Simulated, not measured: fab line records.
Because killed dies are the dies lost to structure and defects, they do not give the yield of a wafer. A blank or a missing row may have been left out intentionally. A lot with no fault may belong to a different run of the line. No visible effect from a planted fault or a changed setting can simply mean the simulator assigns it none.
Chamber matching | flow nand-harc | NHARC_A_STAIRCASE_TRIM_229 on rie-diel-01 has 4 sister chambers
The step chemistry O2, time 211.2 s. 8 wafers are shown with their chamber, then 9 later ones without.

== WAFERS WITH THEIR CHAMBER ==
wafer  | chamber | showerhead-plenum-p-Torr (Torr) | oes-product-au (a.u.)
L083.1 | 2       | 3.30                            | 1.018
L083.4 | 0       | 3.79                            | 1.002
L085.3 | 3       | 3.41                            | 1.000
L089.2 | 0       | 3.79                            | 0.998
L089.3 | 2       | 3.29                            | 1.007
L090.1 | 3       | 3.40                            | 0.992
L090.3 | 1       | 3.55                            | 1.012
L090.6 | 1       | 3.55                            | 1.007

== WAFERS WITH NO CHAMBER GIVEN ==
wafer  | showerhead-plenum-p-Torr (Torr) | oes-product-au (a.u.)
L092.3 | 3.29                            | 1.007
L092.4 | 3.40                            | 0.985
L092.6 | 3.78                            | 0.993
L093.2 | 3.78                            | 1.013
L093.4 | 3.28                            | 1.021
L093.5 | 3.78                            | 1.012
L097.1 | 3.54                            | 1.001
L097.2 | 3.39                            | 0.983
L097.5 | 3.81                            | 1.014

== CHAMBER TAKEN BY EACH ==
wafer  | from the rows above | in truth
L092.3 | 2                   | 2
L092.4 | 3                   | 3
L092.6 | 0                   | 0
L093.2 | 0                   | 0
L093.4 | 2                   | 2
L093.5 | 0                   | 0
L097.1 | 1                   | 1
L097.2 | 3                   | 3
L097.5 | 0                   | 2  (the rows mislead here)
Correct placement for 8 of the 9. Left unplaced by these rows: 0. Wrongly placed: 1.
How it was worked out, from the rows above alone: a wafer's distance from a chamber is the root of the sum, over the readings, of the square of ((its reading less the chamber's mean) divided by the reading's scatter). If the next closest chamber is less than 2 further off than the closest, the wafer can't be placed; otherwise it belongs to the closest. Each chamber's mean is taken over the wafers shown for it. The scatter is the square root of a quotient: the sum, over the shown wafers, of each reading's squared deviation from its chamber's mean, divided by wafers minus chambers.
